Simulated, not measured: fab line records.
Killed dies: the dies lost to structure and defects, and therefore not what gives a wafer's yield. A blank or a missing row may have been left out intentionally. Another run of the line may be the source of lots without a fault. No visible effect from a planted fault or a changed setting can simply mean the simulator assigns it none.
fab line records	flow n5-finfet
record: lots: 6	wafers: 16	last-day: 17
route steps=1938 shown BEOL_M0_SAQP@656 BEOL_M4@1111 PASSIVATION@1936
lots untouched by any fault: they come from a run of this same line in which no faults occurred
start-h: the number of hours between the record's first day and the start of the first shown wafer of the lot	wait-h: hours from the lot's prior step to this one	" repeats the value in the row above	L1.1+2: a row that stands for several wafers	- no value, or no start was given	* or withheld: withheld	< > ~ a bound
route shown NAME@n: names a module that has steps shown in the file, with the first one's number in the route	usual: mean and standard deviation over wafers with no fault	same: alike in all rows	chamber/n: place in a boat	sites: readings site by site	_std_site: how widely they spread, as a standard deviation	_edge_site: outer sites' mean less inner sites'	radius-mm: how far each site lies from the wafer's centre	mask NAME#n: copy n	behind: tool/chamber where the wafer was last shaped	hold: cause of the lot's hold/its duration in hours/its outcome	device: which transistor (n, p or np) failed to switch	end of line: tests of these same wafers at the route's end	a step with no rows: only its recipe	killed: count of dies lost to structure and defects at first sort (not the wafer's yield)	map: per-die view of a wafer (x killed, . not killed, _ where there is no die)
set.NAME: the setting as run; set.NAME@STEP: as run at that earlier step	model.NAME: the simulator's own value behind a step, which no gauge read
certain route steps with their lots: each step a table, each wafer a row
services: from which hour (start-h, from the record's first day; less than 0 if before it) a tool's chamber was out of use, for how many hours, and why
== steps ==
step: N5_BEOL_M0_SAQP_HM_OPEN_112
recipe: chemistry: CHF3/O2	target: SiO2	stop-on: a-Si	target-depth-a: 120	over-etch-frac: 1.25	mask-material: SOC	time-s: 13.5	pressure-mtorr: 30	source-w: 650	bias-w: 170	Ar_flow_sccm: 200	CHF3_flow_sccm: 50	O2_flow_sccm: 5	ion-energy-ev: 200	ends: end-point
usual: chamber-pressure-mTorr: 30.000/0.025	drypump-motor-current-A: 5.8/0.57	oes_o_777_au: 0.75/0.059	oes-product-au: 0.49/0.039	rf-fwd-power-W: 644.5/2.8	rf-vpp-V: 524/9.5	showerhead-plenum-p-Torr: 2.40/0.077	throttle-valve-pct: 18.8/0.32
same: over-etch-frac: 1.25
lot.wafer	tool	chamber	start-h	wait-h	chamber-pressure-mTorr	drypump-motor-current-A	oes_o_777_au	oes-product-au	rf-fwd-power-W	rf-hours-counter-h	rf-vpp-V	showerhead-plenum-p-Torr	throttle-valve-pct
L135.3	rie-diel-02	3	129.58	0.0	29.984	6.6	0.88	0.58	644.5	30	528	2.37	18.4
L135.4	"	2	"	"	30.006	4.7	0.69	0.45	642.2	247	523	2.49	19.2
L135.5	"	1	"	"	30.033	6.6	0.72	0.47	643.0	-	532	2.48	18.9
L143.1	rie-diel-04	3	162.57	0.0	29.976	6.2	0.70	0.47	644.7	199	524	2.40	18.8
L143.3	"	1	"	"	30.024	5.3	0.84	0.55	648.2	83	537	2.32	18.4
L143.5	"	2	"	"	30.071	5.1	0.78	0.50	644.4	-	526	2.41	18.5
L146.1	rie-diel-04	1	183.29	0.0	30.023	5.3	0.83	0.54	644.0	89	536	2.32	18.4
L146.4	"	2	"	"	30.022	5.1	0.77	0.50	643.0	148	526	2.41	18.5
L150.4	rie-diel-02	1	205.74	0.0	29.964	6.6	0.70	0.45	646.9	209	531	2.47	19.0
L150.5	"	2	"	"	30.003	4.7	0.93	0.61	639.8	-	523	2.48	18.8
L153.1	rie-diel-04	0	221.20	0.0	29.991	5.9	0.75	0.48	645.0	143	505	2.22	18.8
L153.5	"	0	"	"	29.983	5.9	0.75	0.49	643.1	-	505	2.22	18.8
L153.6	"	3	"	"	30.008	6.2	0.69	0.46	647.9	-	525	2.39	18.8
L156.1	rie-diel-03	2	242.66	0.0	29.974	5.6	0.75	0.47	643.5	221	530	2.38	19.1
L156.4	"	3	"	"	29.967	5.8	0.77	0.49	647.7	-	524	2.42	18.6
L156.6	"	2	"	"	29.962	5.6	0.75	0.47	642.0	-	530	2.38	19.1
step: N5_BEOL_M0_SAQP_STRIP_113
recipe: chemistry: CHF3/O2	resist: SiARC	rf-frequency-hz: 6e+07
step: N5_BEOL_M0_SAQP_MANDREL_ETCH_20
recipe: target-depth-a: 600	chemistry: HBr/Cl2	target: a-Si	stop-on: SiNx	bt-time-s: 10	mask-material: SOC	over-etch-frac: 0.5	time-s: 30	pressure-mtorr: 10	icp-w: 800	bias-w: 75	HBr_flow_sccm: 150	Cl2_flow_sccm: 80	ends: end-point
usual: chamber-pressure-mTorr: 9.998/0.01	drypump-motor-current-A: 5.8/0.38	oes-product-au: 0.771/0.013	rf-fwd-power-W: 796.2/2.8	throttle-valve-pct: 35.4/0.31
same: over-etch-frac: 0.5
lot.wafer	tool	chamber	start-h	wait-h	chamber-pressure-mTorr	drypump-motor-current-A	oes-product-au	rf-fwd-power-W	rf-hours-counter-h	throttle-valve-pct
L135.3	rie-si-04	2	129.66	0.0	10.016	5.6	0.765	794.5	56	35.5
L135.4	"	0	"	"	9.993	5.5	0.791	801.3	110	35.4
L135.5	"	1	"	"	10.012	5.4	0.782	794.1	-	35.2
L143.1	rie-si-01	0	162.66	0.0	10.011	5.9	0.780	796.1	13	35.2
L143.3	"	1	"	"	9.993	6.3	0.768	792.0	119	35.4
L143.5	"	1	"	"	10.001	6.3	0.777	793.0	-	35.3
L146.1	rie-si-06	0	183.37	0.0	9.995	6.0	0.757	798.3	148	35.5
L146.4	"	3	"	"	9.998	5.0	0.789	796.8	19	35.0
L150.4	rie-si-01	1	205.82	0.0	9.989	6.3	0.775	796.0	120	35.3
L150.5	"	0	"	"	10.000	5.9	0.779	794.8	-	35.2
L153.1	rie-si-06	1	221.29	0.0	9.992	5.9	0.778	797.1	88	35.8
L153.5	"	3	"	"	9.993	5.0	0.791	797.9	-	35.0
L153.6	"	0	"	"	10.005	5.9	0.747	799.4	-	35.5
L156.1	rie-si-01	0	242.74	0.0	10.003	5.9	0.769	798.0	15	35.2
L156.4	"	2	"	"	9.999	5.8	0.796	795.2	144	35.4
L156.6	"	3	"	"	9.981	5.8	0.759	795.4	-	35.3
step: N5_BEOL_M0_SAQP_STRIP_86
recipe: chemistry: N2/H2	power-w: 500	temp-c: 40	pressure-mtorr: 50	rf-frequency-hz: 6e+07	overash-fraction: 0.3	bias-power-w: 28	h2-frac: 0.5	n2-flow-sccm: 300	h2-flow-sccm: 300
usual: chamber-pressure-mTorr: 50.01/0.067	drypump-motor-current-A: 5.8/0.53	n2-flow-sccm: 300.0/0.79	oes-product-au: 0.75/0.056	rf-vpp-V: 121.8/1.5	showerhead-plenum-p-Torr: 3.33/0.1	throttle-valve-pct: 18.9/0.3
lot.wafer	tool	chamber	start-h	wait-h	chamber-pressure-mTorr	drypump-motor-current-A	n2-flow-sccm	oes-product-au	rf-hours-counter-h	rf-vpp-V	showerhead-plenum-p-Torr	throttle-valve-pct
L135.3	rie-diel-03	0	129.80	0.1	49.90	5.1	300.1	0.71	216	122.3	3.31	19.2
L135.4	"	1	"	"	49.91	6.3	297.6	0.71	204	121.6	3.47	18.5
L135.5	"	2	"	"	50.03	5.6	300.0	0.74	-	119.7	3.32	19.1
L143.1	rie-diel-02	1	162.75	0.1	50.02	6.6	299.7	0.69	195	121.9	3.48	19.2
L143.3	"	3	"	"	50.04	6.6	300.5	0.86	42	121.0	3.26	18.3
L143.5	"	1	"	"	50.08	6.6	300.9	0.69	-	122.8	3.49	19.2
L146.1	rie-diel-04	1	183.47	0.1	50.06	5.3	299.3	0.83	89	120.9	3.26	19.0
L146.4	"	0	"	"	50.05	5.9	300.1	0.75	131	121.4	3.13	18.8
L150.4	rie-diel-04	1	205.92	0.1	49.90	5.3	299.4	0.82	95	121.8	3.25	19.0
L150.5	"	2	"	"	50.03	5.2	300.1	0.73	-	123.3	3.35	18.9
L153.1	rie-diel-04	0	221.39	0.1	49.99	5.9	300.1	0.75	144	119.3	3.12	18.8
L153.5	"	3	"	"	49.98	6.3	299.8	0.72	-	123.9	3.31	18.9
L153.6	"	0	"	"	49.90	5.9	299.8	0.73	-	121.1	3.12	18.8
L156.1	rie-diel-03	1	242.84	0.1	50.03	6.3	299.5	0.68	242	118.9	3.45	18.6
L156.4	"	2	"	"	49.87	5.7	300.5	0.72	-	120.5	3.30	19.2
L156.6	"	1	"	"	49.94	6.3	299.2	0.68	-	122.4	3.44	18.6
step: N5_BEOL_M0_SAQP_STRIP_115
recipe: chemistry: post-etch-residue-remover	time-s: 60	temp-c: 25	remover-ph: withheld	remover-water-wt-pct: withheld	remover-fluoride-wt-pct: withheld
step: N5_BEOL_M0_SAQP_SRD_93
recipe: dry: ipa-marangoni	time-s: 30	temp-c: 23	rinse-liquid: diw
step: N5_BEOL_M0_SAQP_RECESS_114
recipe: chemistry: HF/NH3	target: SiO2	target-depth-a: 144	afs-cycles: 3	temp-c: 30	sublimation-temp-c: 180	sublimation-time-s: 60
step: N5_BEOL_M0_SAQP_SPACER1_ALD_98
recipe: material: SiO2	target-thk-a: 128	temp-c: 300	ald-precursor-family: BDEAS	ald-co-reactant: O2-plasma	pulse-time-s: 1	purge-time-s: 2	co-reactant-purge-time-s: 2	ald-cycles: 138	pressure-torr: 2
usual: heater-power-w: 461/51	precursor-pulse-height-rel: 1.001/0.02
same: co-reactant-purge-time-s: 2
lot.wafer	tool	chamber	start-h	wait-h	heater-power-w	precursor-pulse-height-rel
L135.3	ald-sin-02	1	131.09	0.8	489	0.997
L135.4	"	2	"	"	437	1.008
L135.5	"	0	"	"	508	1.001
L143.1	ald-sin-04	0	163.41	0.4	413	0.993
L143.3	"	1	"	"	524	1.021
L143.5	"	0	"	"	426	0.990
L146.1	ald-sin-02	3	186.22	2.5	417	1.005
L146.4	"	0	"	"	509	0.983
L150.4	ald-sin-03	3	206.67	0.4	521	1.001
L150.5	"	2	"	"	405	0.970
L153.1	ald-sin-04	0	221.90	0.3	418	0.977
L153.5	"	2	"	"	474	1.032
L153.6	"	3	"	"	365	0.980
L156.1	ald-sin-03	2	244.26	1.2	409	1.025
L156.4	"	0	"	"	420	1.017
L156.6	"	2	"	"	413	0.965
step: N5_BEOL_M0_SAQP_SPACER1_ETCHBACK_99
recipe: chemistry: CHF3/O2	mode: anisotropic-etchback	target: SiO2	target-depth-a: 154	time-s: 7.7	pressure-mtorr: 30	source-w: 650	bias-w: 170	Ar_flow_sccm: 200	CHF3_flow_sccm: 50	O2_flow_sccm: 5	ion-energy-ev: 200
step: N5_BEOL_M0_SAQP_MANDREL1_REMOVE_100
recipe: chemistry: HBr/Cl2/O2	bt-time-s: 10	target: a-Si	stop-on: SiNx	endpoint: OES-SiCl	over-etch-frac: 0.85	icp-w: 600	bias-w: 30	HBr_flow_sccm: 150	Cl2_flow_sccm: 80	O2_flow_sccm: 5	pressure-mtorr: 10
step: N5_BEOL_M0_SAQP_CD_MEAS_25
recipe: target-cd-nm: 13.1	landing-energy-ev: 1000	detector: se-inlens
usual: cd-nm: 12.75/0.22
lot.wafer	tool	chamber	start-h	wait-h	cd-nm
L135.3	cd-sem-02	0	131.77	0.1	12.33
L135.4	"	0	"	"	12.67
L135.5	"	0	"	"	12.68
L143.1	cd-sem-03	0	164.08	0.1	13.00
L143.3	"	0	"	"	12.78
L143.5	"	0	"	"	12.38
L146.1	cd-sem-02	0	186.89	0.1	12.53
L146.4	"	0	"	"	12.33
L150.4	cd-sem-03	0	207.47	0.1	12.53
L150.5	"	0	"	"	12.70
L153.1	cd-sem-03	0	222.57	0.1	12.52
L153.5	"	0	"	"	13.20
L153.6	"	0	"	"	12.59
L156.1	cd-sem-01	0	244.93	0.1	12.68
L156.4	"	0	"	"	12.80
L156.6	"	0	"	"	12.88
step: N5_BEOL_M0_SAQP_ETCH_101
recipe: chemistry: CH3F/O2	target: SiNx	mask-material: SiO2	target-depth-a: 299	time-s: 42.7	pressure-mtorr: 30	source-w: 395	bias-w: 73	Ar_flow_sccm: 150	CH3F_flow_sccm: 30	O2_flow_sccm: 20	ion-energy-ev: 120
usual: chamber-pressure-mTorr: 30.003/0.025	drypump-motor-current-A: 5.8/0.55	oes_o_777_au: 0.76/0.059	oes-product-au: 0.76/0.065	rf-fwd-power-W: 393.2/1.4	rf-vpp-V: 297/5.9	showerhead-plenum-p-Torr: 1.98/0.07	throttle-valve-pct: 16.27/0.29
lot.wafer	tool	chamber	start-h	wait-h	chamber-pressure-mTorr	drypump-motor-current-A	oes_o_777_au	oes-product-au	rf-fwd-power-W	rf-hours-counter-h	rf-vpp-V	showerhead-plenum-p-Torr	throttle-valve-pct
L135.3	rie-diel-04	1	131.95	0.2	30.035	5.3	0.84	0.85	393.0	72	305	1.93	15.92
L135.4	"	3	"	"	30.001	6.2	0.71	0.74	394.1	188	296	1.99	16.34
L135.5	"	1	"	"	29.987	5.3	0.83	0.86	391.2	-	305	1.93	15.91
L143.1	rie-diel-04	0	164.12	0.0	30.015	5.9	0.77	0.76	392.8	126	287	1.84	16.28
L143.3	"	1	"	"	29.982	5.3	0.82	0.85	394.6	83	304	1.93	15.92
L143.5	"	2	"	"	29.968	5.2	0.77	0.75	394.1	-	298	2.00	16.00
L146.1	rie-diel-03	3	186.93	0.0	29.968	5.8	0.77	0.79	391.7	97	297	2.02	16.11
L146.4	"	0	"	"	29.998	5.1	0.70	0.69	395.5	237	298	1.99	16.77
L150.4	rie-diel-02	2	207.51	0.0	29.981	4.6	0.93	0.94	390.4	10	297	2.06	16.25
L150.5	"	3	"	"	30.007	6.6	0.84	0.85	395.8	-	301	1.96	15.99
L153.1	rie-diel-03	2	222.68	0.1	30.053	5.6	0.74	0.72	392.4	217	301	1.97	16.62
L153.5	"	2	"	"	30.033	5.6	0.75	0.72	393.3	-	302	1.98	16.65
L153.6	"	1	"	"	30.000	6.3	0.69	0.69	394.0	-	302	2.05	16.16
L156.1	rie-diel-04	2	244.97	0.0	29.953	5.1	0.75	0.73	393.8	168	297	2.00	16.07
L156.4	"	3	"	"	29.991	6.2	0.69	0.72	395.0	223	297	1.98	16.39
L156.6	"	1	"	"	29.995	5.3	0.81	0.81	392.6	-	305	1.92	15.96
step: N5_BEOL_M0_SAQP_ETCH_102
recipe: chemistry: CF4	target: SiO2	target-depth-a: 40	ion-energy-ev: 350	time-s: 4.4	pressure-mtorr: 10	icp-w: 800	bias-w: 400	cf4-flow-sccm: 80
usual: chamber-pressure-mTorr: 10.000/0.0095	drypump-motor-current-A: 5.7/0.38	oes-product-au: 0.994/0.023	rf-fwd-power-W: 790/3.6	throttle-valve-pct: 21.69/0.29
lot.wafer	tool	chamber	start-h	wait-h	chamber-pressure-mTorr	drypump-motor-current-A	oes-product-au	rf-fwd-power-W	rf-hours-counter-h	throttle-valve-pct	model.etch.depth-nm
L135.3	rie-si-06	1	132.06	0.1	9.995	5.9	0.994	793	87	21.85	3.91
L135.4	"	0	"	"	9.983	6.0	0.970	793	147	21.90	3.994
L135.5	"	3	"	"	9.995	5.0	1.038	790	-	21.36	4.151
L143.1	rie-si-04	2	164.23	0.1	10.022	5.6	0.978	782	57	21.52	3.897
L143.3	"	3	"	"	10.014	6.3	1.011	791	151	22.43	4.058
L143.5	"	2	"	"	10.005	5.6	0.978	782	-	21.53	3.912
L146.1	rie-si-06	2	187.04	0.1	9.995	5.9	0.959	786	9	21.37	3.791
L146.4	"	1	"	"	10.000	5.9	0.873	788	-	21.82	3.184
L150.4	rie-si-06	2	207.61	0.1	10.019	5.9	0.843	789	10	21.33	3.114
L150.5	"	0	"	"	10.002	6.0	0.859	789	-	21.87	3.218
L153.1	rie-si-04	3	222.78	0.1	9.985	6.4	1.016	792	152	22.43	4.083
L153.5	"	1	"	"	9.989	5.4	1.010	789	-	21.38	4.13
L153.6	"	2	"	"	9.999	5.6	0.968	785	-	21.52	3.885
L156.1	rie-si-01	0	245.08	0.1	10.000	5.9	0.994	786	15	21.82	3.975
L156.4	"	2	"	"	10.008	5.8	1.021	791	144	21.76	4.079
L156.6	"	3	"	"	10.000	5.8	0.961	791	-	21.77	3.955
step: N5_BEOL_M0_SAQP_MANDREL_ETCH_103
recipe: chemistry: HBr/Cl2	target: a-Si	target-depth-a: 450	bt-time-s: 10	stop-on: SiCN	mask-material: SiO2	over-etch-frac: 0.8	time-s: 27	pressure-mtorr: 10	icp-w: 800	bias-w: 75	HBr_flow_sccm: 150	Cl2_flow_sccm: 80	ends: end-point
step: N5_BEOL_M4_RC_MEAS_101
usual: DIBL_N: 36.5/2	DIBL_P: 36.5/2.3	IOFF_N: 0.16/0.036	IOFF_P: 0.21/0.037	ION_N: 672/12	ION_P: 459/7.1	SS_N: 71.6/0.73	SS_P: 73.4/0.76	VT_N: 250/3.3	VT_P: -250.5/2.9
lot.wafer	tool	chamber	start-h	wait-h	DIBL_N[mV/V]	DIBL_P[mV/V]	IOFF_N[nA/um]	IOFF_P[nA/um]	ION_N[uA/um]	ION_P[uA/um]	SS_N[mV/dec]	SS_P[mV/dec]	VT_N[mV]	VT_P[mV]
L135.3	prober-02	0	191.62	0.3	37.8	37.4	0.17	0.22	670	462	72.0	73.3	249	-250.0
L135.4	"	0	"	"	38.3	39.8	0.19	0.26	678	469	71.3	73.4	247	-245.9
L135.5	"	0	"	"	39.0	38.9	0.21	0.24	684	465	71.8	73.2	246	-249.6
L143.1	prober-02	0	229.43	0.0	35.0	35.5	0.13	0.18	672	459	71.7	72.7	250	-250.2
L143.3	"	0	"	"	32.3	32.5	0.11	0.15	662	457	71.0	72.0	253	-253.1
L143.5	"	0	"	"	35.6	37.0	0.16	0.22	679	464	71.3	73.5	247	-247.0
L146.1	prober-01	0	257.15	0.0	37.4	36.3	0.18	0.24	684	461	72.3	74.2	246	-249.3
L146.4	"	0	"	"	38.3	37.6	0.20	0.28	693	470	72.4	74.3	246	-246.7
L150.4	prober-02	0	263.16	0.5	38.0	36.4	0.15	0.22	680	462	71.2	72.7	253	-250.4
L150.5	"	0	"	"	39.0	36.9	0.18	0.22	651	445	72.9	73.1	252	-249.4
L153.1	prober-02	0	296.59	0.0	35.8	37.0	0.17	0.20	682	463	71.3	73.9	250	-251.0
L153.5	"	0	"	"	35.6	37.3	0.17	0.21	678	469	71.5	73.3	248	-248.7
L153.6	"	0	"	"	33.9	34.6	0.13	0.17	667	456	71.1	73.0	252	-255.2
L156.1	prober-01	0	309.25	0.0	37.3	40.0	0.21	0.28	689	471	71.6	74.9	245	-244.4
L156.4	"	0	"	"	38.8	39.3	0.26	0.27	668	460	73.0	74.5	246	-246.3
L156.6	"	0	"	"	36.9	38.2	0.20	0.26	683	466	71.9	73.5	247	-247.0
step: N5_PASSIVATION_PROBE_49
usual: defect-limited-yield: 91.4/1.4	killed_at_M0_to_M3: 33/11	killed_at_M4_up: 13/5.3	killed-at-contacts: 13/6.1	killed-at-front-end: 40/11	killed-at-other: 2.9/2.7	killed-dies: 102/17	killed-open: 68/13	killed-short: 32/7.5	sort_bin_5_function: 5.1/0.98	sort_bin_6_memory: 3.2/0.69	sort_bin_8_speed: 0.1/1.1	sort-n-pass: 1077/21	sort-yield-pct: 91.3/1.7
same: gross-dies: 1180	killed-at-back-side: 0	sort_bin_4_leakage[%]: 0
lot.wafer	tool	chamber	start-h	wait-h	defect-limited-yield[%]	killed_at_M0_to_M3	killed_at_M4_up	killed-at-contacts	killed-at-front-end	killed-at-other	killed-dies	killed-open	killed-short	sort_bin_5_function[%]	sort_bin_6_memory[%]	sort_bin_8_speed[%]	sort-n-pass	sort-yield-pct[%]
L153.1	prober-01	-	414.89	0.0	90.0	63	11	9	31	4	118	78	39	6.6	3.1	0	1062	90.0
L153.5	prober-01	-	415.09	0.2	91.7	29	16	5	47	1	98	66	31	4.7	3.6	0	1082	91.7
L153.6	prober-01	-	415.14	0.3	94.4	15	12	10	28	1	66	43	22	3.9	1.4	0	1114	94.4
killed by level:class
L153.1 BEOL_M0_SAQP:geometric-particle:open=15 BEOL_M1:geometric-particle:open=14 BEOL_M2:geometric-particle:open=13 BEOL_M0_SAQP:geometric-particle:short=11 MOL_CONTACT_COAG:geometric-particle:open=7 FIN_SAQP:geometric-particle:open=6 FIN_SAQP:geometric-particle:short=5 GATE_CUT:geometric-particle:short=5
L153.5 FIN_SAQP:geometric-particle:open=22 BEOL_M4:geometric-particle:open=10 BEOL_M0_SAQP:geometric-particle:short=9 BEOL_M0_SAQP:geometric-particle:open=7 GATE_CUT:geometric-particle:open=6 FIN_SAQP:geometric-particle:short=4 MOL_CONTACT_COAG:geometric-particle:open=4 STARTING-WAFER:geometric-particle:short=4
L153.6 MOL_CONTACT_COAG:geometric-particle:open=10 FIN_SAQP:geometric-particle:open=5 STI_FIN_REVEAL:geometric-particle:open=5 BEOL_M2:geometric-particle:open=4 STI_FIN_REVEAL:geometric-particle:short=3 ILD0:geometric-particle:short=3 GATE_CUT:geometric-particle:short=3 BEOL_M0_SAQP:geometric-particle:short=3
== services ==
tool	chamber	start-h	hours	kind
ald-sin-04	-	112.72	2.8	pm
ald-sin-04	3	132.14	3.9	repair
rie-diel-03	3	133.54	12.3	repair
rie-diel-02	2	139.95	-	clean
rie-diel-02	2	139.95	-	consumable-replace:focus-ring
rie-diel-02	2	139.95	34.7	scheduled-down
rie-diel-02	2	139.95	34.7	vent-cycle
rie-diel-03	2	143.43	10.1	repair
ald-sin-03	-	177.13	14.0	pm
ald-sin-04	2	177.27	15.7	repair
rie-si-01	0	179.24	4.7	repair
rie-si-06	0	185.11	3.5	repair
ald-sin-02	3	197.71	27.5	repair
rie-diel-04	1	209.51	16.5	repair
ald-sin-02	0	210.11	3.2	repair
ald-sin-04	-	229.30	6.1	pm
rie-si-06	0	231.56	101.1	repair
ald-sin-03	1	238.18	10.3	repair
rie-diel-02	0	238.33	5.8	repair
ald-sin-02	-	238.54	4.3	repair
rie-diel-03	0	241.10	-	clean
rie-diel-03	0	241.10	-	consumable-replace:focus-ring
rie-diel-03	0	241.10	13.3	scheduled-down
rie-diel-03	0	241.10	13.3	vent-cycle
== key ==
first-sign: step: N5_BEOL_M0_SAQP_ETCH_102	reading: oes-product-au	direction: down	sigmas: 5.9	usual: 0.994	struck: 0.858
effect none on later readings
model-effect: step: N5_BEOL_M0_SAQP_ETCH_102	value: etch.depth-nm	without: 3.911	struck: 3.172
met-at N5_BEOL_M0_SAQP_ETCH_102
struck-wafers L146.4,L150.4,L150.5
onset-between 132.06 187.04
fault: kind: process-parameter-drift	tool: rie-si-06	chamber: -	onset-h: 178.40	steps: N5_BEOL_M0_SAQP_ETCH_102	channel: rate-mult	offset: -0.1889	shape: step	end-h: 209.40	scope: struck-wafers-only
